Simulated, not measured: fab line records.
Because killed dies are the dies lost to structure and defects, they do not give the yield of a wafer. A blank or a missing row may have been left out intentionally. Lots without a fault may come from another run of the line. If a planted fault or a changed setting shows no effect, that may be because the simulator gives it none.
What tool caused it? -- flow nand-harc -- 12 lots with 34 wafers sampled at 5 steps, on a route of 1302 steps

== WHAT EACH GAUGE READ, for each wafer ==
NHARC_A_SLIT_CD_MEAS_21.
lot,measured,on,cd-nm (nm)
L250,day 19 20:12,cd-sem-02,289.7 289.3 290.5
L252,day 20 15:43,cd-sem-02,290.7 291.2 291.7
L256,day 21 22:32,cd-sem-03,289.3 287.7 290.9
L258,day 23 09:05,cd-sem-02,289.4 290.7 291.5
L260,day 24 12:31,cd-sem-03,289.4 290.2 287.9
L259,day 24 09:07,cd-sem-02,290.7 288.8 289.8
L263,day 24 21:39,cd-sem-03,290.6 291.8
L262,day 25 08:24,cd-sem-03,287.6 289.5
L270,day 28 07:05,cd-sem-03,290.1 290.4 290.2
L271,day 28 21:32,cd-sem-01,290.0 288.3 288.4
L272,day 28 19:11,cd-sem-03,291.4 289.9 290.9
L273,day 30 15:40,cd-sem-03,290.9 291.7 290.7

NHARC_END_SORT_01.
lot,measured,on,killed-at-array,killed-at-other,killed-at-periphery,killed-dies,killed-open,killed-short
L250,day 24 09:07,prober-01,41 40 40,0 0 0,8 3 6,49 43 46,3 3 5,2 0 5
L263,day 29 12:55,prober-02,44 35,3 2,3 7,50 44,0 3,3 3
L270,day 32 20:02,prober-01,87 82 85,2 3 0,1 1 3,90 86 88,2 2 3,1 2 2
L273,day 35 05:52,prober-02,46 40 60,6 1 2,16 9 10,68 50 72,3 3 4,2 2 3

== EACH LOT AND THE TOOL THAT RAN IT (in order: tool; ch and the chambers of the sampled wafers; start) ==
lot,NHARC_A_STAIRCASE_ETCH_444,NHARC_A_SLIT_SOFTBAKE_04,NHARC_A_SLIT_ETCH_29
L250,"rie-diel-12 ch 0,1, day 18 17:51","litho-track-01 ch 0, day 19 13:00","rie-diel-05 ch 0,1,3, day 19 19:40"
L252,"rie-diel-07 ch 0,1, day 19 12:25","litho-track-01 ch 0, day 20 08:00","rie-diel-10 ch 1,2, day 20 15:07"
L256,"rie-diel-12 ch 1,2,3, day 20 17:43","litho-track-01 ch 0, day 21 15:00","rie-diel-10 ch 0,2,3, day 21 22:00"
L258,"rie-diel-12 ch 2,3, day 22 07:14","litho-track-01 ch 0, day 23 02:00","rie-diel-09 ch 2,3, day 23 08:33"
L260,"rie-diel-12 ch 0,3, day 23 05:45","litho-track-01 ch 0, day 24 01:00","rie-diel-05 ch 1,2,3, day 24 11:59"
L259,"rie-diel-08 ch 1,3, day 23 06:28","litho-track-01 ch 0, day 24 00:00","rie-diel-05 ch 1,2,3, day 24 08:35"
L263,"rie-diel-12 ch 3, day 23 19:22","litho-track-01 ch 0, day 24 14:00","rie-diel-10 ch 2, day 24 21:07"
L262,"rie-diel-07 ch 2,3, day 24 00:53","litho-track-01 ch 0, day 25 00:00","rie-diel-05 ch 2,3, day 25 07:47"
L270,"rie-diel-08 ch 0,2,3, day 27 05:24","litho-track-01 ch 0, day 28 00:00","rie-diel-05 ch 0,1,2, day 28 06:33"
L271,"rie-diel-12 ch 1,3, day 27 15:09","litho-track-01 ch 0, day 28 11:00","rie-diel-09 ch 1,2, day 28 21:00"
L272,"rie-diel-08 ch 1,2,3, day 27 15:28","litho-track-06 ch 0, day 28 10:00","rie-diel-10 ch 0,1,3, day 28 18:39"
L273,"rie-diel-08 ch 0,1, day 29 08:48","litho-track-04 ch 0, day 30 07:00","rie-diel-10 ch 0,1,3, day 30 15:08"
- NHARC_A_STAIRCASE_ETCH_444: etches the open film in C4F8/O2, target depth 20400 nm, time 6800 s.
- NHARC_A_SLIT_SOFTBAKE_04: time 55 s.
- NHARC_A_SLIT_ETCH_29: etches the open film in CF4/O2, target depth 100 nm, overetch 10 nm, time 55 s.

== WHAT THE TOOLS THEMSELVES READ (means of the sampled wafers that have a number; where no wafer has one, the mark that the record gives instead) ==
NHARC_A_STAIRCASE_ETCH_444.
lot,tool,chamber-pressure-mTorr (mTorr),oes-product-au (a.u.),rf-fwd-power-W (W),rf-vpp-V (V)
L250,rie-diel-12,24.988,0.921,601.1,804
L252,rie-diel-07,24.997,0.925,600.0,804
L256,rie-diel-12,24.992,0.958,600.7,807
L258,rie-diel-12,25.008,0.926,599.1,810
L260,rie-diel-12,25.007,0.920,601.3,805
L259,rie-diel-08,25.035,0.933,600.5,807
L263,rie-diel-12,24.998,0.917,599.3,808
L262,rie-diel-07,24.980,0.944,603.1,804
L270,rie-diel-08,24.998,0.922,599.5,812
L271,rie-diel-12,25.005,0.957,599.4,807
L272,rie-diel-08,25.009,0.917,600.5,807
L273,rie-diel-08,24.989,0.967,598.5,810

NHARC_A_SLIT_SOFTBAKE_04.
lot,tool,chill-plate-temp-C (C),exhaust-pa (Pa),heater-power-total-W (W)
L250,litho-track-01,23.07,46.2,188.36
L252,litho-track-01,22.95,45.4,188.40
L256,litho-track-01,23.04,45.5,188.46
L258,litho-track-01,22.99,45.0,188.43
L260,litho-track-01,23.12,45.0,194.92
L259,litho-track-01,22.95,44.7,188.40
L263,litho-track-01,23.02,45.1,198.09
L262,litho-track-01,22.94,45.4,198.18
L270,litho-track-01,22.95,44.5,188.53
L271,litho-track-01,22.92,42.9,188.59
L272,litho-track-06,22.95,45.3,188.46
L273,litho-track-04,22.92,44.2,188.39

NHARC_A_SLIT_ETCH_29.
lot,tool,chamber-pressure-mTorr (mTorr),drypump-motor-current-A (A),oes-product-au (a.u.),rf-fwd-power-W (W),rf-vpp-V (V),showerhead-plenum-p-Torr (Torr),throttle-valve-pct (%)
L250,rie-diel-05,29.999,6.2,1.001,296.1,197.2,1.32,13.392
L252,rie-diel-10,30.027,5.0,1.012,297.4,198.5,1.36,13.388
L256,rie-diel-10,29.993,5.2,1.010,296.4,198.2,1.33,13.396
L258,rie-diel-09,29.995,5.5,1.014,296.8,196.8,1.29,13.397
L260,rie-diel-05,29.991,6.1,1.003,296.6,197.6,1.34,13.399
L259,rie-diel-05,30.008,6.1,1.002,297.7,198.2,1.34,13.398
L263,rie-diel-10,29.966,5.0,1.014,296.3,199.2,1.38,13.396
L262,rie-diel-05,29.954,6.3,0.993,297.1,197.7,1.33,13.395
L270,rie-diel-05,29.994,6.0,0.998,295.8,197.6,1.35,13.397
L271,rie-diel-09,29.992,5.2,0.999,298.1,196.8,1.31,13.399
L272,rie-diel-10,29.985,5.1,1.014,296.9,197.4,1.31,13.398
L273,rie-diel-10,29.987,5.1,1.017,297.1,196.7,1.30,13.401

== THE ANSWER, worked out from the rows above alone ==
Rule: what is usual is taken from the lots themselves. Put in order of their means at a reading, lots are off if they are a third of the lots or fewer, leave a main group of 4 or more, and stand apart from it by a gap of 3 or more times the standard deviation of the main group's means; of several such gaps the widest counts. The tables above print the reading to a certain number of digits; a main group whose means all agree to those digits is not used. Also off: a lot with no number at a reading for which 4 or more lots have one. The other lots that the step has rows for count as sound. Order of review: gauges by route order, followed by the tools' own readings, for which a lot's mean as printed above is used. At the first step where some lot is off, the reading lying furthest off is the one used; lots without a number count as furthest.
Off, at NHARC_A_SLIT_SOFTBAKE_04 on heater-power-total-W: L260, L263, L262. Main group: mean 188.45 W, sd 0.069.
A tool fits if, at that step or a process step before it, it ran every lot that is off, and no sound lot after the first of them. No candidate that was tried fits.

== WHAT THE SIMULATOR PUT IN ==
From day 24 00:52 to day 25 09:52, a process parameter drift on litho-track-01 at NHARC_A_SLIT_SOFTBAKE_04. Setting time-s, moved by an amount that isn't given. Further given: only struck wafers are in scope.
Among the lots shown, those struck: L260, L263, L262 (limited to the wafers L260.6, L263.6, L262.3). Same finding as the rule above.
